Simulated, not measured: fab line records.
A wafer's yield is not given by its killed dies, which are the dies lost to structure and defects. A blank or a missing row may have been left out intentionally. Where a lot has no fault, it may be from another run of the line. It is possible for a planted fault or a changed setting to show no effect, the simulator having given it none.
fab line records	flow n5-finfet
record: lots: 10	wafers: 30	last-day: 18
route steps=1938 shown HKMG_FIN@407 PASSIVATION@1936
lots with no fault: from the same line, run without faults
start-h: start of the lot's first displayed wafer, in hours after the record's first day	wait-h: time in hours since the lot's previous step	" same as the row above	L1.1+2: a row that stands for several wafers	- no value, or no start given	* or withheld: withheld	< > ~ a bound
route shown NAME@n: NAME is a module with steps in the file, n the number in the route of the first one	usual: mean/standard deviation taken from wafers without a fault	same: alike in all rows	chamber/n: place in a boat	sites: readings site by site	_std_site: standard deviation across them	_edge_site: the outer-site mean with the inner-site mean subtracted	radius-mm: how far each site lies from the wafer's centre	mask NAME#n: copy n	behind: the last tool/chamber to shape the wafer	hold: the reason the lot was held/the length of the hold in hours/how it ended	device: which transistor (n, p or np) failed to switch	end of line: at the end of the route, the tests of the same wafers	a step without rows: its recipe alone	killed: count of dies lost to structure and defects at first sort (not the wafer's yield)	map: per-die view of a wafer (x killed, . not killed, _ where there is no die)
set.NAME: the setting that was run; set.NAME@STEP: the one run at that earlier step	model.NAME: the simulator's own value behind a step, which no gauge read
the route's steps for a sample of lots (tables are steps, rows are wafers)
services: the hour from which a tool's chamber was out of use, counted from the record's first day as start-h (under 0 if before that day), plus the number of hours and why
== steps ==
step: N5_HKMG_FIN_STRIP_93
recipe: chemistry: N2/H2	material: SOC	time-s: 20	power-w: 500	temp-c: 40	pressure-mtorr: 50	rf-frequency-hz: 6e+07	bias-power-w: 8	h2-frac: 0.5	n2-flow-sccm: 300	h2-flow-sccm: 300
usual: drypump-motor-current-A: 5.8/0.5	oes-product-au: 0.75/0.076	rf-vpp-V: 54.3/0.82	showerhead-plenum-p-Torr: 3.34/0.11	throttle-valve-pct: 19.0/0.4
lot.wafer	tool	chamber	start-h	wait-h	drypump-motor-current-A	oes-product-au	rf-hours-counter-h	rf-vpp-V	showerhead-plenum-p-Torr	throttle-valve-pct
L845.2	rie-diel-02	2	81.66	0.4	5.2	0.72	195	55.1	3.50	19.8
L845.5	"	3	"	"	5.7	0.78	-	55.5	3.36	19.1
L845.6	"	2	"	"	5.2	0.72	-	54.8	3.50	19.8
L846.1	rie-diel-04	0	93.96	0.2	6.7	0.69	225	55.8	3.20	19.3
L846.4	"	3	"	"	6.4	0.96	3	54.4	3.43	18.8
L846.6	"	1	"	"	6.3	0.71	-	54.6	3.32	18.6
L848.1	rie-diel-04	0	103.72	0.2	6.7	0.68	227	55.9	3.20	19.3
L848.2	"	3	"	"	6.4	0.95	6	53.8	3.43	18.8
L848.5	"	1	"	"	6.3	0.70	-	54.7	3.32	18.6
L849.3	rie-diel-03	0	106.48	0.2	5.6	0.76	163	53.9	3.37	19.6
L849.4	"	3	"	"	5.7	0.72	231	53.4	3.17	19.2
L849.6	"	1	"	"	5.3	0.88	-	55.4	3.43	18.5
L856.1	rie-diel-02	1	152.59	0.2	6.3	0.71	206	54.4	3.47	19.2
L856.3	"	2	"	"	5.2	0.71	221	53.8	3.49	19.8
L856.5	"	2	"	"	5.2	0.71	-	55.1	3.49	19.8
L857.1	rie-diel-04	3	156.29	0.2	6.4	0.89	26	53.7	3.42	18.8
L857.4	"	1	"	"	6.3	0.69	243	54.0	3.31	18.7
L857.5	"	2	"	"	5.6	0.70	-	54.4	3.20	18.8
L860.1	rie-diel-04	3	173.64	0.2	6.5	0.88	35	53.9	3.42	18.9
L860.2	"	1	"	"	6.3	0.69	253	54.1	3.30	18.7
L860.5	"	1	"	"	6.3	0.69	-	54.9	3.30	18.7
L861.2	rie-diel-02	0	180.75	0.2	5.3	0.71	202	53.9	3.18	18.6
L861.3	"	2	"	"	5.2	0.71	229	54.5	3.48	19.9
L861.6	"	0	"	"	5.3	0.70	-	53.8	3.18	18.6
L862.2	rie-diel-02	2	183.51	0.2	5.2	0.70	230	55.0	3.48	19.8
L862.3	"	1	"	"	6.2	0.71	215	54.5	3.47	19.2
L862.4	"	3	"	"	5.6	0.75	174	53.7	3.34	19.2
L867.1	rie-diel-02	3	208.87	0.2	5.6	0.74	183	54.2	3.34	19.2
L867.3	"	0	"	"	5.3	0.70	212	53.4	3.17	18.6
L867.5	"	2	"	"	5.2	0.70	-	54.8	3.48	19.8
step: N5_HKMG_FIN_ETCH_31
recipe: chemistry: CF4	target: SiARC	target-depth-a: 455	mask-material: CAR-ArF	time-s: 75.8	ion-energy-ev: 80	pressure-mtorr: 40	source-w: 545	bias-w: 36	Ar_flow_sccm: 100	cf4-flow-sccm: 100	ends: cleared
usual: drypump-motor-current-A: 5.6/0.41	etch-rf-on-time-s: 75.6/1.7	oes-product-au: 0.66/0.063	rf-vpp-V: 184.1/1.2	showerhead-plenum-p-Torr: 2.14/0.062	throttle-valve-pct: 15.56/0.2
lot.wafer	tool	chamber	start-h	wait-h	drypump-motor-current-A	etch-rf-on-time-s	oes-product-au	rf-hours-counter-h	rf-vpp-V	showerhead-plenum-p-Torr	throttle-valve-pct
L845.2	rie-diel-02	1	84.35	0.0	6.2	77.2	0.62	182	185.7	2.22	15.54
L845.5	"	3	"	"	5.6	72.6	0.67	-	184.9	2.14	15.51
L845.6	"	2	"	"	5.2	76.5	0.62	-	184.5	2.21	15.88
L846.1	rie-diel-03	3	96.64	0.0	5.7	75.6	0.61	228	182.4	2.03	15.86
L846.4	"	0	"	"	5.6	73.2	0.65	160	184.0	2.14	15.43
L846.6	"	1	"	"	5.3	75.7	0.76	-	185.4	2.18	15.29
L848.1	rie-diel-04	2	106.83	0.0	5.6	78.3	0.61	198	184.2	2.04	15.77
L848.2	"	1	"	"	6.3	73.7	0.60	226	183.0	2.11	15.59
L848.5	"	2	"	"	5.6	77.9	0.61	-	183.2	2.04	15.74
L849.3	rie-diel-03	2	109.11	0.0	5.4	74.2	0.72	71	182.9	2.16	15.32
L849.4	"	1	"	"	5.3	76.0	0.76	42	184.3	2.18	15.30
L849.6	"	1	"	"	5.3	76.2	0.74	-	184.8	2.18	15.31
L856.1	rie-diel-02	3	155.56	0.0	5.6	73.5	0.64	165	183.2	2.14	15.56
L856.3	"	0	"	"	5.3	77.4	0.61	195	182.5	2.04	15.54
L856.5	"	1	"	"	6.2	77.5	0.61	-	183.1	2.21	15.58
L857.1	rie-diel-03	0	159.48	0.0	5.6	74.6	0.63	184	183.5	2.13	15.48
L857.4	"	0	"	"	5.6	74.3	0.64	-	184.6	2.13	15.47
L857.5	"	1	"	"	5.3	77.7	0.71	-	185.1	2.17	15.34
L860.1	rie-diel-02	2	176.26	0.0	5.2	75.8	0.60	228	183.0	2.20	15.93
L860.2	"	1	"	"	6.2	76.7	0.61	212	184.6	2.21	15.60
L860.5	"	0	"	"	5.3	76.2	0.61	-	182.8	2.04	15.53
L861.2	rie-diel-03	3	183.45	0.0	5.7	75.5	0.83	3	186.6	2.27	15.41
L861.3	"	0	"	"	5.6	73.9	0.63	194	182.5	2.12	15.49
L861.6	"	0	"	"	5.6	74.3	0.63	-	182.8	2.12	15.49
L862.2	rie-diel-02	1	186.09	0.0	6.2	77.7	0.60	216	184.8	2.21	15.61
L862.3	"	3	"	"	5.6	73.1	0.63	175	184.8	2.13	15.57
L862.4	"	0	"	"	5.3	76.8	0.60	204	183.7	2.04	15.53
L867.1	rie-diel-03	2	211.56	0.0	5.4	75.6	0.67	112	183.7	2.15	15.41
L867.3	"	0	"	"	5.6	74.9	0.62	204	184.7	2.12	15.52
L867.5	"	1	"	"	5.3	76.7	0.69	-	184.8	2.16	15.38
step: N5_HKMG_FIN_ALD_91
recipe: material: TiN	target-thk-a: 10	temp-c: 400	ald-precursor-family: TiCl4	ald-co-reactant: NH3	pulse-time-s: 1	purge-time-s: 3	co-reactant-purge-time-s: 2	co-reactant-pulse-time-s: 2	ald-cycles: 47	pressure-torr: 3
usual: ald-cycles: 47/0	heater-power-w: 847/84	precursor-pulse-height-rel: 1.001/0.02
lot.wafer	tool	chamber	start-h	wait-h	ald-cycles	heater-power-w	precursor-pulse-height-rel
L845.2	ald-metal-02	3	85.30	0.3	47	857	0.969
L845.5	"	2	"	"	47	857	1.020
L845.6	"	1	"	"	47	842	1.008
L846.1	ald-metal-01	1	97.59	0.3	47	932	1.007
L846.4	"	2	"	"	47	880	0.981
L846.6	"	0	"	"	47	755	0.993
L848.1	ald-metal-02	0	107.78	0.3	47	814	1.016
L848.2	"	1	"	"	47	885	1.003
L848.5	"	2	"	"	47	868	0.982
L849.3	ald-metal-04	1	110.06	0.1	47	971	1.059
L849.4	"	3	"	"	47	729	0.992
L849.6	"	0	"	"	47	942	1.043
L856.1	ald-metal-02	0	156.51	0.3	47	855	0.954
L856.3	"	2	"	"	47	896	0.991
L856.5	"	2	"	"	39	857	1.018
L857.1	ald-metal-02	2	160.43	0.3	47	846	0.983
L857.4	"	1	"	"	39	868	0.993
L857.5	"	0	"	"	39	856	1.009
L860.1	ald-metal-01	3	177.21	0.3	47	809	0.998
L860.2	"	2	"	"	47	879	0.942
L860.5	"	0	"	"	47	752	1.008
L861.2	ald-metal-04	1	184.40	0.3	47	928	1.002
L861.3	"	3	"	"	47	729	1.031
L861.6	"	0	"	"	47	938	0.998
L862.2	ald-metal-01	3	187.03	0.3	47	795	1.011
L862.3	"	1	"	"	47	911	1.000
L862.4	"	0	"	"	47	765	1.026
L867.1	ald-metal-01	2	212.50	0.3	47	858	1.018
L867.3	"	0	"	"	47	764	0.995
L867.5	"	3	"	"	47	812	0.992
step: N5_HKMG_FIN_ETCH_67
recipe: chemistry: N2/H2	target: SOC	target-depth-a: 3889	stop-on: TiN	ion-energy-ev: 100	bias-w: 61	pressure-mtorr: 30	source-w: 850	n2-flow-sccm: 200	h2-flow-sccm: 200
usual: drypump-motor-current-A: 5.7/0.44	oes-product-au: 0.77/0.082	rf-vpp-V: 240.7/1.4	showerhead-plenum-p-Torr: 2.55/0.096	throttle-valve-pct: 17.79/0.25
lot.wafer	tool	chamber	start-h	wait-h	drypump-motor-current-A	oes-product-au	rf-hours-counter-h	rf-vpp-V	showerhead-plenum-p-Torr	throttle-valve-pct
L845.2	rie-diel-02	2	86.73	-	5.2	0.72	197	241.0	2.65	18.29
L845.5	"	3	"	"	5.6	0.75	-	238.9	2.54	17.76
L845.6	"	1	"	"	6.3	0.73	-	242.8	2.64	17.82
L846.1	rie-diel-02	1	99.11	-	6.2	0.72	188	242.9	2.64	17.82
L846.4	"	0	"	"	5.3	0.72	177	239.9	2.41	17.53
L846.6	"	2	"	"	5.2	0.72	-	240.4	2.65	18.32
L848.1	rie-diel-02	0	109.20	-	5.3	0.72	180	238.4	2.41	17.53
L848.2	"	3	"	"	5.6	0.75	150	240.9	2.54	17.77
L848.5	"	1	"	"	6.2	0.73	-	241.4	2.64	17.84
L849.3	rie-diel-04	0	111.61	-	6.7	0.68	231	238.0	2.42	18.21
L849.4	"	1	"	"	6.3	0.68	228	240.4	2.51	17.70
L849.6	"	3	"	"	6.4	0.93	-	241.8	2.60	17.71
L856.1	rie-diel-02	2	158.29	-	5.2	0.69	223	242.9	2.64	18.33
L856.3	"	3	"	"	5.6	0.73	166	241.0	2.53	17.80
L856.5	"	3	"	"	5.7	0.73	-	239.8	2.53	17.81
L857.1	rie-diel-04	3	161.92	-	6.4	0.89	29	241.1	2.59	17.75
L857.4	"	1	"	"	6.3	0.67	246	238.8	2.50	17.72
L857.5	"	3	"	"	6.4	0.88	-	241.6	2.59	17.75
L860.1	rie-diel-03	2	178.71	-	5.4	0.79	101	242.0	2.55	17.53
L860.2	"	3	"	"	5.7	0.96	2	241.4	2.70	17.56
L860.5	"	3	"	"	5.7	0.98	-	241.5	2.70	17.55
L861.2	rie-diel-04	0	185.85	-	6.7	0.95	1	240.9	2.73	17.80
L861.3	"	2	"	"	5.7	0.69	230	239.9	2.41	17.97
L861.6	"	0	"	"	6.7	0.95	-	242.1	2.73	17.81
L862.2	rie-diel-02	3	188.45	-	5.6	0.73	176	240.2	2.53	17.80
L862.3	"	1	"	"	6.3	0.70	217	242.4	2.63	17.89
L862.4	"	0	"	"	5.3	0.70	205	238.7	2.40	17.57
L867.1	rie-diel-03	3	213.93	-	5.7	0.94	9	242.2	2.70	17.59
L867.3	"	0	"	"	5.6	0.72	205	239.7	2.53	17.95
L867.5	"	3	"	"	5.7	0.94	-	241.9	2.70	17.57
step: N5_PASSIVATION_PROBE_49
usual: killed_at_M0_to_M3: 37/12	killed_at_M4_up: 14/5.3	killed-at-contacts: 12/6.2	killed-at-front-end: 41/11	killed-at-other: 3.7/2.9	killed-dies: 107/17	killed-open: 71/12	killed-short: 34/7.9
same: gross-dies: 1180	killed-at-back-side: 0
lot.wafer	tool	chamber	start-h	wait-h	killed_at_M0_to_M3	killed_at_M4_up	killed-at-contacts	killed-at-front-end	killed-at-other	killed-dies	killed-open	killed-short
L856.1	prober-01	-	353.36	0.0	36	20	1	24	0	81	58	23
L856.3	prober-01	-	353.46	0.1	49	26	6	31	6	118	85	32
L856.5	prober-01	-	353.56	0.2	38	20	4	51	1	114	90	24
L857.1	prober-01	-	369.45	0.4	18	18	9	68	6	119	78	36
L857.4	prober-01	-	369.60	0.6	29	12	2	85	8	136	63	26
L857.5	prober-01	-	369.65	0.6	25	20	4	106	2	157	60	16
L861.2	prober-01	-	387.45	0.1	37	25	7	54	5	128	86	41
L861.3	prober-01	-	387.50	0.1	26	12	13	42	4	97	66	28
L861.6	prober-01	-	387.65	0.3	35	13	22	57	1	128	82	38
L860.1	prober-02	-	389.00	0.0	36	6	7	40	3	92	64	22
L860.2	prober-02	-	389.05	0.1	44	14	15	36	2	111	77	31
L860.5	prober-02	-	389.20	0.2	46	20	31	35	12	144	103	36
killed by level:class
L856.1 BEOL_M1:geometric-particle:open=15 BEOL_M4:geometric-particle:open=14 BEOL_M3:geometric-particle:open=8 FIN_SAQP:geometric-particle:open=6 GATE_CUT:geometric-particle:short=6 BEOL_M2:geometric-particle:open=5 BEOL_M4:geometric-particle:short=4 FIN_SAQP:geometric-particle:short=2
L856.3 BEOL_M1:geometric-particle:open=17 BEOL_M4:geometric-particle:open=17 FIN_SAQP:geometric-particle:open=12 BEOL_M2:geometric-particle:open=10 FIN_SAQP:geometric-particle:short=7 BEOL_M0_SAQP:geometric-particle:short=6 MOL_CONTACT_COAG:geometric-particle:open=5 PAD_METAL:geometric-particle:open=5
L856.5 FIN_SAQP:geometric-particle:open=28 BEOL_M1:geometric-particle:open=14 BEOL_M4:geometric-particle:open=13 BEOL_M0_SAQP:geometric-particle:short=5 BEOL_M0:geometric-particle:open=5 BEOL_M2:geometric-particle:open=5 STI_FIN_REVEAL:geometric-particle:open=4 MOL_CONTACT_COAG:geometric-particle:open=4
L857.1 STI_FIN_REVEAL:geometric-particle:open=14 FIN_SAQP:geometric-particle:short=13 FIN_SAQP:geometric-particle:open=8 DUMMY_GATE:geometric-particle:open=8 STARTING-WAFER:geometric-particle:open=8 BEOL_M4:geometric-particle:open=5 MOL_CONTACT_COAG:geometric-particle:open=5 BEOL_M1:geometric-particle:open=5
L857.4 HKMG_FIN:area-ald=46 BEOL_M2:geometric-particle:open=16 FIN_SAQP:geometric-particle:open=11 STI_FIN_REVEAL:geometric-particle:open=6 ILD0:geometric-particle:open=6 BEOL_M4:geometric-particle:open=6 BEOL_M1:geometric-particle:open=5 FIN_SAQP:geometric-particle:short=4
L857.5 HKMG_FIN:area-ald=79 BEOL_M4:geometric-particle:open=12 FIN_SAQP:geometric-particle:open=9 STI_FIN_REVEAL:geometric-particle:open=7 BEOL_M2:geometric-particle:open=7 BEOL_M3:geometric-particle:open=5 MOL_CONTACT_COAG:geometric-particle:open=4 BEOL_M0_SAQP:geometric-particle:open=3
L861.2 STI_FIN_REVEAL:geometric-particle:open=22 BEOL_M4:geometric-particle:open=16 BEOL_M3:geometric-particle:open=11 BEOL_M2:geometric-particle:open=9 STI_FIN_REVEAL:geometric-particle:short=7 MOL_CONTACT_COAG:geometric-particle:open=7 BEOL_M0_SAQP:geometric-particle:short=7 FIN_SAQP:geometric-particle:open=6
L861.3 DUMMY_GATE:geometric-particle:open=14 MOL_CONTACT_COAG:geometric-particle:open=9 BEOL_M0_SAQP:geometric-particle:short=8 BEOL_M2:geometric-particle:open=8 BEOL_M0_SAQP:geometric-particle:open=7 FIN_SAQP:geometric-particle:short=6 STI_FIN_REVEAL:geometric-particle:open=6 BEOL_M6:geometric-particle:open=5
L861.6 STI_FIN_REVEAL:geometric-particle:open=17 MOL_CONTACT_COAG:geometric-particle:open=17 BEOL_M2:geometric-particle:open=12 BEOL_M0_SAQP:geometric-particle:short=9 FIN_SAQP:geometric-particle:short=8 DUMMY_GATE:geometric-particle:open=8 BEOL_M0_SAQP:geometric-particle:open=8 MOL_CONTACT_COAG:geometric-particle:short=5
L860.1 BEOL_M2:geometric-particle:open=10 STI_FIN_REVEAL:geometric-particle:open=8 BEOL_M3:geometric-particle:open=8 FIN_SAQP:geometric-particle:open=7 MOL_CONTACT_COAG:geometric-particle:open=7 BEOL_M1:geometric-particle:open=6 BEOL_M0_SAQP:geometric-particle:short=4 HKMG_FIN:area-etch=4
L860.2 STI_FIN_REVEAL:geometric-particle:open=17 MOL_CONTACT_COAG:geometric-particle:open=13 BEOL_M0_SAQP:geometric-particle:short=9 BEOL_M0_SAQP:geometric-particle:open=8 BEOL_M2:geometric-particle:open=8 BEOL_M5:geometric-particle:open=6 BEOL_M0:geometric-particle:open=5 BEOL_M1:geometric-particle:open=4
L860.5 MOL_CONTACT_COAG:geometric-particle:open=26 BEOL_M1:geometric-particle:open=15 STI_FIN_REVEAL:geometric-particle:open=10 BEOL_M0_SAQP:geometric-particle:short=8 BEOL_M2:geometric-particle:open=7 BEOL_M4:geometric-particle:open=7 MOL_CONTACT_COAG:geometric-particle:short=5 BEOL_M3:geometric-particle:open=5
== services ==
tool	chamber	start-h	hours	kind
rie-diel-04	3	64.18	-	clean
rie-diel-04	3	64.18	-	consumable-replace:focus-ring
rie-diel-04	3	64.18	21.7	scheduled-down
rie-diel-04	3	64.18	21.7	vent-cycle
rie-diel-03	0	64.56	13.4	repair
rie-diel-02	0	79.64	8.6	repair
rie-diel-02	1	79.64	3.7	repair
ald-metal-04	-	118.44	2.8	pm
ald-metal-01	3	119.98	5.4	repair
ald-metal-02	3	130.22	107.3	repair
rie-diel-02	-	145.40	4.3	pm
rie-diel-03	3	158.12	-	clean
rie-diel-03	3	158.12	-	consumable-replace:focus-ring
rie-diel-03	3	158.12	-	consumable-replace:showerhead
rie-diel-03	3	158.12	16.4	scheduled-down
rie-diel-03	3	158.12	16.4	vent-cycle
rie-diel-02	-	163.03	3.2	repair
rie-diel-04	0	165.28	-	clean
rie-diel-04	0	165.28	-	consumable-replace:focus-ring
rie-diel-04	0	165.28	-	consumable-replace:showerhead
rie-diel-04	0	165.28	18.7	scheduled-down
rie-diel-04	0	165.28	18.7	vent-cycle
rie-diel-04	1	184.08	-	clean
rie-diel-03	3	189.80	9.6	repair
== key ==
first-sign: step: N5_HKMG_FIN_ALD_91	reading: ald-cycles	direction: down	sigmas: 99+	usual: *	struck: *
effect: step: N5_PASSIVATION_PROBE_49	reading: killed-at-front-end	direction: up	sigmas: 3.7	usual: 41	struck: 81	wafers-moved: 2
more-kills-born-at: N5_HKMG_FIN_ALD_91@ald-metal-02: 125
met-at N5_HKMG_FIN_ALD_91
struck-lots L856,L857
struck-wafers L856.5,L857.4,L857.5
tester-left-out L856,L857
not-acting-at N5_HKMG_FIN_STRIP_93,N5_HKMG_FIN_ETCH_31,N5_HKMG_FIN_ETCH_67
onset-between 107.78 156.51
fault: kind: process-parameter-drift	tool: ald-metal-02	chamber: -	onset-h: 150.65	steps: N5_HKMG_FIN_ALD_91	channel: ald-cycles	offset: *	shape: step	end-h: 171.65	scope: struck-wafers-only	acts-in: *	stated: *
tester-left-out: of these lots the tester's yield and bins aren't shown, on N5 and GAA mostly nor the transistor test; their killed dies are dies lost to structure and defects alone, not to doping, threshold or leakage, so they don't give the yield
